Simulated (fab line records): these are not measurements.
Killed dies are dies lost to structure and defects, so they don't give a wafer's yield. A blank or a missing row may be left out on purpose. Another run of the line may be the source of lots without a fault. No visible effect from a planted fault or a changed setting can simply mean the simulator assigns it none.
Matching of chambers / flow n5Finfet / rieDiel-06 running N5_GATE_CUT_ETCH_28: 4 sister chambers
The step etches underlayer in N2/H2, target depth 13 nm, time 10.4 s. 4 wafers are shown with their chamber, then 10 later ones without.

WAFERS PAIRED WITH THEIR CHAMBERS
wafer=L081.6; chamber=2; showerheadPlenumPTorr (Torr)=2.64
wafer=L084.3; chamber=1; showerheadPlenumPTorr (Torr)=2.41
wafer=L085.1; chamber=3; showerheadPlenumPTorr (Torr)=2.43
wafer=L085.4; chamber=0; showerheadPlenumPTorr (Torr)=2.50

WAFERS WITHOUT THEIR CHAMBER
wafer=L085.6; showerheadPlenumPTorr (Torr)=2.41
wafer=L086.2; showerheadPlenumPTorr (Torr)=2.64
wafer=L086.4; showerheadPlenumPTorr (Torr)=2.49
wafer=L086.5; showerheadPlenumPTorr (Torr)=2.49
wafer=L090.2; showerheadPlenumPTorr (Torr)=2.43
wafer=L090.4; showerheadPlenumPTorr (Torr)=2.49
wafer=L090.6; showerheadPlenumPTorr (Torr)=2.49
wafer=L096.2; showerheadPlenumPTorr (Torr)=2.49
wafer=L096.5; showerheadPlenumPTorr (Torr)=2.63
wafer=L096.6; showerheadPlenumPTorr (Torr)=2.43

WHICH CHAMBER EACH ONE RAN IN
wafer=L085.6; from the rows above=1; in truth=1
wafer=L086.2; from the rows above=2; in truth=2
wafer=L086.4; from the rows above=0; in truth=0
wafer=L086.5; from the rows above=0; in truth=0
wafer=L090.2; from the rows above=3; in truth=3
wafer=L090.4; from the rows above=0; in truth=0
wafer=L090.6; from the rows above=0; in truth=0
wafer=L096.2; from the rows above=0; in truth=0
wafer=L096.5; from the rows above=2; in truth=2
wafer=L096.6; from the rows above=3; in truth=3
Placed correctly: 10 of 10. Can't be placed from these rows: 0. Placed wrongly: 0.
How it was worked out, from the rows above alone: a wafer's distance from a chamber is the root of the sum, over the readings, of the square of ((its reading less the chamber's mean) divided by the reading's scatter). The wafer belongs to the nearest chamber; if the next one is less than 2 further off, it can't be placed. A chamber's mean is the mean of its shown wafers. The scatter (one wafer shown for each chamber): square how far every hidden wafer sits from the nearest shown wafer, average those squares and take the square root.
